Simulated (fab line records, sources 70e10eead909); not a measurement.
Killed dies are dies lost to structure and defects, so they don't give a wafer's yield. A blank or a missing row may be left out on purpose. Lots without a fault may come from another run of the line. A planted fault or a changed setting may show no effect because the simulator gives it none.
fab line records | flow nand_harc
record lots=5 wafers=15 last_day=24
route steps=1159 shown P_ZERO_WELL@14 END@1159
lots that met no fault: from a run of the same line without faults
start_h: hours from the record's first day to the start of the lot's first wafer shown | wait_h: hours since the lot's step before | " the same as in the row above | L1.1+2: a row that stands for several wafers | - no value, or no start given | * or withheld: withheld | < > ~ a bound
route shown NAME@n: a module of which the file shows steps, and the number in the route of the first | usual: mean/standard deviation of fault-free wafers | same: alike in all rows | chamber/n: place in a boat | sites: the reading at each site | _std_site: their standard deviation | _edge_site: outer sites' mean less inner sites' | radius_mm: how far each site lies from the wafer's centre | mask NAME#n: copy n | behind: the tool/chamber that last shaped the wafer | hold: why the lot was held/for how many hours/how that ended | device: the transistor (n, p or np) that didn't switch | end of line: the same wafers' tests at the end of the route | a step without rows: its recipe alone | killed: dies lost to structure and defects at the first sort, not the wafer's yield | map: a wafer's dies, x killed, . not, _ none there
set.NAME: the setting as run; set.NAME@STEP: as run at that earlier step | model.NAME: the simulator's own value behind a step, which no gauge read
lots at some steps of the route; a table a step, a row a wafer
services: from which hour (start_h, from the record's first day; less than 0 if before it) a tool's chamber was out of use, for how many hours, and why
## steps
# step NHARC_P_ZERO_WELL_CD_MEAS_11
# recipe target_cd_nm=500 landing_energy_ev=500
# usual cd_nm=500.3/1.2
# columns lot.wafer tool chamber start_h wait_h cd_nm
L712.3 cd_sem-01 0 19.35 - 500.0
L712.5 " 0 " " 500.2
L712.6 " 0 " " 501.4
L717.1 cd_sem-01 0 49.12 - 498.7
L717.3 " 0 " " 499.6
L717.4 " 0 " " 499.8
L729.2 cd_sem-02 0 121.36 - 499.8
L729.3 " 0 " " 501.7
L729.4 " 0 " " 501.3
L732.2 cd_sem-01 0 139.24 - 499.7
L732.3 " 0 " " 500.0
L732.4 " 0 " " 500.0
L733.1 cd_sem-03 0 145.12 - 500.6
L733.2 " 0 " " 501.0
L733.5 " 0 " " 500.7
# step NHARC_P_ZERO_WELL_HARDBAKE_12
# recipe temp_c=118 time_s=65
# step NHARC_P_ZERO_WELL_DESCUM_13
# recipe time_s=3 o2_flow_sccm=200 ar_flow_sccm=0 bias_power_w=0 chemistry=O2
# usual drypump_motor_current_A=5.6/0.41 o2_flow_sccm=200.0/0.67 oes_product_au=1.000/0.0075 rf_vpp_V=57.8/0.9 showerhead_plenum_p_Torr=1.92/0.096 throttle_valve_pct=11.310/0.009
# columns lot.wafer tool chamber start_h wait_h drypump_motor_current_A o2_flow_sccm oes_product_au rf_hours_counter_h rf_vpp_V showerhead_plenum_p_Torr throttle_valve_pct
L712.3 rie_diel-04 3 19.52 - 6.5 200.5 1.004 5 57.8 1.84 11.313
L712.5 " 1 " " 5.3 200.2 0.993 - 57.7 2.01 11.291
L712.6 " 2 " " 6.4 200.6 0.998 - 56.7 1.89 11.294
L717.1 rie_diel-07 2 49.27 - 5.5 198.7 0.992 10 58.3 1.88 11.295
L717.4 " 3 " " 5.2 200.7 0.981 9 57.6 2.04 11.303
L717.3 " 1 " " 5.2 199.5 0.996 8 57.8 1.85 11.298
L729.2 rie_diel-10 1 121.52 - 5.9 199.9 1.005 10 56.3 1.79 11.303
L729.3 " 3 " " 5.6 198.2 1.011 10 58.0 1.87 11.318
L729.4 " 0 " " 5.6 200.1 0.997 10 57.5 2.06 11.310
L732.2 rie_diel-04 0 139.39 - 5.7 200.3 1.001 1 59.1 2.06 11.314
L732.3 " 2 " " 6.4 199.0 1.002 1 58.2 1.89 11.314
L732.4 " 3 " " 6.5 200.5 0.998 1 57.0 1.84 11.300
L733.2 rie_diel-10 2 145.29 - 5.5 201.1 1.006 10 56.6 2.06 11.323
L733.1 " 3 " " 5.6 200.7 1.016 12 56.5 1.86 11.310
L733.5 " 1 " " 5.9 199.3 1.007 - 56.2 1.79 11.315
# step NHARC_P_ZERO_WELL_ETCH_65
# recipe target_depth_a=800 overetch_a=240 time_s=87.88 ion_energy_ev=200 n2_flow_sccm=150 h2_flow_sccm=150 ar_flow_sccm=0 rf_w=400 bias_w=150 chemistry=N2/H2
# usual drypump_motor_current_A=5.7/0.4 oes_product_au=1.000/0.0079 rf_vpp_V=430.9/3 showerhead_plenum_p_Torr=2.06/0.11 throttle_valve_pct=14.171/0.0082
# columns lot.wafer tool chamber start_h wait_h drypump_motor_current_A oes_product_au rf_hours_counter_h rf_vpp_V showerhead_plenum_p_Torr throttle_valve_pct
L712.3 rie_diel-04 1 19.60 0.1 5.3 0.979 6 432.9 2.15 14.174
L712.5 " 3 " " 6.4 0.986 - 429.6 1.96 14.179
L712.6 " 0 " " 5.8 0.995 - 434.4 2.20 14.164
L717.1 rie_diel-07 3 49.36 0.1 5.2 0.992 9 435.0 2.18 14.179
L717.3 " 0 " " 6.0 0.993 8 429.0 1.96 14.163
L717.4 " 1 " " 5.2 1.005 8 427.3 1.97 14.170
L729.4 rie_diel-10 0 121.60 0.1 5.6 1.000 10 434.3 2.20 14.174
L729.2 " 1 " " 5.9 0.994 10 427.2 1.90 14.171
L729.3 " 2 " " 5.5 1.009 8 433.7 2.20 14.174
L732.4 rie_diel-04 3 139.49 0.1 6.5 1.012 1 426.6 1.96 14.168
L732.3 " 0 " " 5.7 1.015 1 434.5 2.20 14.162
L732.2 " 1 " " 5.3 1.009 1 435.5 2.14 14.171
L733.2 rie_diel-10 1 145.37 0.1 5.9 1.001 12 425.9 1.90 14.168
L733.1 " 0 " " 5.6 0.993 12 433.8 2.19 14.162
L733.5 " 1 " " 5.9 1.003 - 426.8 1.90 14.172
# step NHARC_P_ZERO_WELL_ETCH_62
# recipe target_depth_a=130 time_s=6.5 chf3_flow_sccm=50 ar_flow_sccm=200 rf_w=500 bias_w=200 chemistry=CHF3/Ar
# usual drypump_motor_current_A=5.7/0.41 oes_product_au=0.961/0.017 rf_vpp_V=370.9/2.6 showerhead_plenum_p_Torr=2.36/0.11 throttle_valve_pct=20.217/0.0087
# columns lot.wafer tool chamber start_h wait_h drypump_motor_current_A oes_product_au rf_hours_counter_h rf_vpp_V showerhead_plenum_p_Torr throttle_valve_pct
L712.3 rie_diel-04 1 - - 5.3 0.916 6 372.5 2.46 20.214
L712.6 " 1 " " 5.3 0.920 - 372.5 2.46 20.217
L712.5 " 2 " " 6.4 0.932 - 369.9 2.32 20.224
L717.3 rie_diel-07 3 - - 5.2 0.966 9 374.1 2.49 20.217
L717.1 " 0 " " 6.0 0.972 8 367.7 2.26 20.221
L717.4 " 1 " " 5.2 0.981 8 367.9 2.27 20.213
L729.2 rie_diel-10 3 - - 5.6 0.980 10 367.5 2.29 20.216
L729.4 " 0 " " 5.6 0.985 10 373.9 2.51 20.229
L729.3 " 2 " " 5.5 0.965 8 374.5 2.52 20.217
L732.2 rie_diel-04 2 - - 6.4 0.982 1 369.7 2.31 20.218
L732.3 " 3 " " 6.4 0.970 1 369.1 2.26 20.225
L732.4 " 0 " " 5.8 0.957 1 374.7 2.52 20.216
L733.2 rie_diel-10 1 - - 6.0 0.938 13 366.5 2.20 20.224
L733.1 " 2 " " 5.5 0.963 11 373.7 2.52 20.206
L733.5 " 0 " " 5.6 0.945 - 372.7 2.51 20.222
# step NHARC_P_ZERO_WELL_ETCH_63
# recipe target_depth_a=1200 time_s=40.1 hbr_flow_sccm=150 cl2_flow_sccm=50 rf_w=400 icp_w=400 bias_w=100 chemistry=HBr/Cl2
# usual drypump_motor_current_A=5.8/0.5 oes_product_au=1.000/0.0071 throttle_valve_pct=26.406/0.0093
# columns lot.wafer tool chamber start_h wait_h drypump_motor_current_A oes_product_au rf_hours_counter_h throttle_valve_pct
L712.3 rie_si-03 0 19.78 - 5.5 1.000 0.2 26.408
L712.5 " 3 " " 6.7 0.993 - 26.409
L712.6 " 0 " " 5.5 0.990 - 26.417
L717.4 rie_si-03 0 49.54 - 5.5 1.000 0.6 26.407
L717.1 " 1 " " 5.4 1.004 0.5 26.418
L717.3 " 2 " " 6.3 0.996 0.5 26.399
L729.2 rie_si-04 0 121.78 - 5.3 0.997 0.1 26.405
L729.3 " 1 " " 5.3 1.007 0.1 26.419
L729.4 " 2 " " 6.6 0.994 0.1 26.417
L732.2 rie_si-04 3 139.65 - 6.1 0.994 0.2 26.411
L732.3 " 0 " " 5.3 0.993 0.3 26.410
L732.4 " 1 " " 5.3 1.000 0.3 26.411
L733.1 rie_si-04 3 145.86 - 6.1 0.995 0.3 26.403
L733.2 " 1 " " 5.3 1.000 0.3 26.411
L733.5 " 3 " " 6.1 0.990 - 26.394
# step NHARC_P_ZERO_WELL_STRIP_15
# recipe time_s=900 temp_c=130 chemistry=SPM
# step NHARC_P_ZERO_WELL_DEHYDRATE_16
# recipe temp_c=150 time_s=120
# step NHARC_P_ZERO_WELL_HMDS_17
# recipe time_s=30
# step NHARC_P_ZERO_WELL_COAT_18
# recipe spin_rpm=withheld
# step NHARC_P_ZERO_WELL_SOFTBAKE_19
# recipe temp_c=122 time_s=95
# step NHARC_P_ZERO_WELL_EBR_20
# step NHARC_P_ZERO_WELL_EXPOSE_21
# recipe na=0.6 target_cd_nm=720 dose_mj=22.31 mask_id=P_NWELL
# same na=0.6
# columns lot.wafer tool chamber start_h wait_h mask
L712.3+5+6 krf_scanner-02 0 20.54 - P_NWELL#0
L717.1+3+4 krf_scanner-01 0 50.18 - P_NWELL_R1#0
L729.2+3+4 krf_scanner-01 0 122.55 - P_NWELL#0
L732.2+3+4 krf_scanner-01 0 140.43 - P_NWELL#0
L733.1+2+5 krf_scanner-04 0 146.62 - P_NWELL#0
# step NHARC_P_ZERO_WELL_PEB_22
# recipe peb_temp_c=118 peb_time_s=85
# step NHARC_P_ZERO_WELL_DEVELOP_23
# recipe time_s=70
# step NHARC_P_ZERO_WELL_CD_MEAS_24
# recipe target_cd_nm=720 landing_energy_ev=500
# usual cd_nm=720.0/1.4
# columns lot.wafer tool chamber start_h wait_h cd_nm
L712.3 cd_sem-03 0 20.70 - 720.0
L712.5 " 0 " " 720.9
L712.6 " 0 " " 720.6
L717.1 cd_sem-03 0 50.33 - 679.3
L717.3 " 0 " " 679.5
L717.4 " 0 " " 679.3
L729.2 cd_sem-01 0 122.70 - 719.4
L729.3 " 0 " " 720.2
L729.4 " 0 " " 719.5
L732.2 cd_sem-01 0 140.59 - 720.5
L732.3 " 0 " " 720.3
L732.4 " 0 " " 720.4
L733.1 cd_sem-01 0 146.78 - 717.7
L733.2 " 0 " " 717.6
L733.5 " 0 " " 718.8
# step NHARC_P_ZERO_WELL_HARDBAKE_25
# recipe temp_c=125 time_s=80
# step NHARC_P_ZERO_WELL_DESCUM_26
# recipe time_s=3 o2_flow_sccm=200 ar_flow_sccm=0 bias_power_w=0 chemistry=O2
# usual drypump_motor_current_A=5.7/0.38 o2_flow_sccm=200.0/0.79 oes_product_au=1.002/0.0079 rf_vpp_V=57.8/0.92 showerhead_plenum_p_Torr=1.93/0.1 throttle_valve_pct=11.312/0.0084
# columns lot.wafer tool chamber start_h wait_h drypump_motor_current_A o2_flow_sccm oes_product_au rf_hours_counter_h rf_vpp_V showerhead_plenum_p_Torr throttle_valve_pct model.P_ZERO_WELL.cd_nm
L712.3 rie_diel-10 1 20.86 - 5.9 200.3 0.999 1 56.4 1.79 11.313 720.4
L712.6 " 0 " " 5.6 198.5 0.993 - 58.4 2.06 11.316 720.8
L712.5 " 1 " " 5.9 200.4 1.013 - 57.1 1.79 11.303 721
L717.1 rie_diel-10 3 50.51 - 5.6 199.9 1.010 4 57.0 1.87 11.332 679.1
L717.3 " 0 " " 5.7 200.5 1.011 3 59.3 2.06 11.322 679.3
L717.4 " 1 " " 5.9 200.6 1.005 3 56.2 1.79 11.317 679.3
L729.3 rie_diel-10 0 122.86 - 5.6 199.2 1.005 10 58.9 2.06 11.301 719.3
L729.4 " 1 " " 5.9 200.6 0.999 10 58.1 1.79 11.321 719.8
L729.2 " 3 " " 5.6 199.7 1.013 10 58.3 1.87 11.315 719.4
L732.3 rie_diel-04 0 140.74 - 5.7 200.5 0.992 1 59.5 2.06 11.315 720.8
L732.4 " 1 " " 5.3 199.0 1.000 1 58.1 2.01 11.315 719.8
L732.2 " 3 " " 6.5 200.3 0.993 1 57.7 1.84 11.315 720.3
L733.2 rie_diel-07 0 146.94 - 6.0 199.6 1.005 5 57.5 1.84 11.309 717.8
L733.1 " 1 " " 5.2 199.6 0.993 6 58.2 1.84 11.310 717.5
L733.5 " 1 " " 5.2 200.7 0.994 - 57.3 1.85 11.304 718.5
# step NHARC_P_ZERO_WELL_IMPLANT_27
# recipe energy_kev=600 dose_cm2=1e+13 tilt_deg=7
# step NHARC_END_SORT_01
# recipe temp_c=25
# usual killed_at_array=31/12 killed_at_other=0.6/0.85 killed_at_periphery=3.0/2.3 killed_dies=35/12 killed_open=3.2/1.9 killed_short=1.8/1.4
# same gross_dies=677
# columns lot.wafer tool chamber start_h wait_h killed_at_array killed_at_other killed_at_periphery killed_dies killed_open killed_short
L717.1 prober-02 0 472.54 2.6 21 2 5 28 6 2
# killed by level:class
L717.1 A_CHANNEL_HOLE_D1:chamber_film_flake=5 A_CONTACT:chamber_film_flake=4 A_ONON_D1:geometric_particle:open=3 A_STAIRCASE:chamber_film_flake=3 A_SLIT:chamber_film_flake=3 A_M0:geometric_particle:open=2 THIN_TSV:chamber_film_flake=2 P_STI:geometric_particle:short=1
## services
# columns tool chamber start_h hours kind
rie_diel-10 - -0.50 9.0 pm
rie_diel-10 0 -0.50 9.0 vent_cycle
rie_diel-10 1 -0.50 9.0 vent_cycle
rie_diel-10 2 -0.50 9.0 vent_cycle
rie_diel-10 3 -0.50 9.0 vent_cycle
rie_diel-10 0 8.50 - clean
rie_diel-10 1 8.50 - clean
rie_diel-10 2 8.50 - clean
krf_scanner-01 - 15.56 0.4 repair
rie_diel-04 1 35.42 5.6 repair
krf_scanner-02 - 38.00 4.0 pm
rie_diel-07 - 51.47 9.0 pm
rie_diel-04 - 60.99 0.2 repair
rie_diel-10 2 63.48 14.2 repair
krf_scanner-01 - 85.31 4.0 pm
rie_si-03 3 92.30 16.4 repair
rie_si-04 - 99.00 9.0 pm
rie_diel-07 - 100.70 0.1 repair
krf_scanner-04 - 101.39 17.0 repair
rie_diel-04 - 111.90 9.0 pm
rie_diel-07 2 118.57 8.7 repair
rie_diel-04 3 122.99 3.2 repair
krf_scanner-04 - 126.00 4.0 pm
krf_scanner-01 - 134.36 1.0 repair
## key
first_sign step=NHARC_P_ZERO_WELL_EXPOSE_21 reading=mask direction=changed
effect step=NHARC_P_ZERO_WELL_CD_MEAS_24 reading=cd_nm direction=down sigmas=29 usual=720.0 struck=679.3
model_effect step=NHARC_P_ZERO_WELL_DESCUM_26 value=P_ZERO_WELL.cd_nm without=721.1 struck=679.2
met_at NHARC_P_ZERO_WELL_EXPOSE_21
struck_wafers L717.1,L717.3,L717.4
tester_left_out L717
fault kind=wrong_mask tool=any chamber=- onset_h=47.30 steps=NHARC_P_ZERO_WELL_EXPOSE_21 aux_copy=P_NWELL_R1#0 cd_offset_nm=-41.895 scope=struck_lots_only
# tester_left_out: of these lots the tester's yield and bins aren't shown, on N5 and GAA mostly nor the transistor test; their killed dies are dies lost to structure and defects alone, not to doping, threshold or leakage, so they don't give the yield
